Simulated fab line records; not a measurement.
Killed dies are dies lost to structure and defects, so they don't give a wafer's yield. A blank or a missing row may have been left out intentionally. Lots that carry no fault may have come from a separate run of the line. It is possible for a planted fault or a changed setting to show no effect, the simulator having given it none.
A single fault, viewed from 2 desks | flow n5-finfet | each desk holds nothing but its own numbers, with what lay behind them at the end

THE TOOL OWNER'S DESK: litho-track-03
The tool's own readings at N5_BEOL_M1_COAT_05 (resist thk 30 nm): means of the sampled wafers that have a number, for each lot that ran on this tool. The brackets show how far a lot's mean lies from the usual mean; more than 4 standard deviations puts the lot out of limits, marked OUT.
Columns: A = exhaust-pa at N5_BEOL_M1_COAT_05, usual 45.0 Pa; B = spin-speed-rpm at N5_BEOL_M1_COAT_05, usual 1500.2 rpm
lot  | first seen here | A    | B
L911 | day 6 09:26     | 44.0 | 1500.4
L916 | day 7 14:11     | 44.3 | 1421.8 (-71) OUT
L917 | day 8 00:38     | 44.8 | 1420.9 (-72) OUT
L930 | day 11 03:57    | 43.6 | 1500.0
L931 | day 11 07:56    | 45.2 | 1500.8
L933 | day 12 03:36    | 44.5 | 1499.3
This desk finds L916, L917 out of limits, L916 being first, at day 7 14:11 (spin-speed-rpm at N5_BEOL_M1_COAT_05). Within limits: L911, L930, L931, L933.

FROM THE METROLOGY DESK
What the gauges read for every lot (on any tool): the sampled wafers with a number, averaged. The brackets show how far a lot's mean lies from the usual mean; more than 4 standard deviations puts the lot out of limits, marked OUT. Readings shown: 7 of its 12, picked as those furthest out on some lot.
Columns: A = cd-nm at N5_BEOL_M1_CD_MEAS_11, usual 17.17 nm; B = M1_OVL at N5_BEOL_M1_OVL_MEAS_12, usual 1.3 nm; C = DIBL_N at N5_BEOL_M4_RC_MEAS_101, usual 36.0 mV/V; D = ION_P at N5_BEOL_M4_RC_MEAS_101, usual 462 uA/um; E = SS_N at N5_BEOL_M4_RC_MEAS_101, usual 71.5 mV/dec; F = VT_N at N5_BEOL_M4_RC_MEAS_101, usual 250 mV; G = VT_P at N5_BEOL_M4_RC_MEAS_101, usual -251 mV
lot  | first seen here | A     | B    | C    | D   | E    | F   | G
L911 | day 6 09:49     | 16.93 | 1.6  | 36.0 | 469 | 71.3 | 243 | -246
L910 | day 6 12:46     | 16.91 | 0.7  | 37.0 | 454 | 71.7 | 250 | -254
L912 | day 6 19:17     | 17.13 | 1.4  | 36.3 | 471 | 70.9 | 246 | -248
L914 | day 7 06:31     | 17.14 | -0.4 | 36.1 | 450 | 71.6 | 251 | -254
L916 | day 7 14:34     | 16.86 | 0.7  | 34.7 | 466 | 70.0 | 253 | -250
L917 | day 8 01:01     | 17.04 | 1.2  | 35.6 | 460 | 71.7 | 249 | -251
L924 | day 10 08:11    | 16.97 | 1.1  | 33.7 | 460 | 70.9 | 252 | -253
L925 | day 10 13:14    | 16.96 | 2.0  | 37.6 | 471 | 72.0 | 248 | -249
L927 | day 10 13:25    | 17.34 | 0.7  | 34.5 | 459 | 71.2 | 252 | -250
L930 | day 11 04:13    | 17.26 | 1.4  | 34.9 | 465 | 71.0 | 253 | -252
L931 | day 11 08:12    | 17.02 | 1.2  | 36.8 | 462 | 71.6 | 251 | -250
L932 | day 11 12:03    | 17.07 | 1.6  | 33.9 | 462 | 71.1 | 256 | -254
L933 | day 12 03:52    | 17.21 | 1.2  | 38.7 | 460 | 72.9 | 248 | -252
This desk's finding: nothing out of limits on any of the 13 lots.

BROUGHT TOGETHER
The tool owner's desk could have raised an alarm at day 7 14:11, on L916, L917.
Metrology desk: nothing out of limits seen.
The metrology desk has L916, L917 on record, within its limits.
Every lot named ran N5_BEOL_M1_COAT_05 on litho-track-03.

WHAT THE SIMULATOR HAD INSERTED
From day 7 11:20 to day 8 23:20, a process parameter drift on litho-track-03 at N5_BEOL_M1_COAT_05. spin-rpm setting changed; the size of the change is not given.
Struck lots among those shown: L916, L917.
Delay in hours, fault start to first out-of-limits reading, by desk: the tool owner's desk at 3.
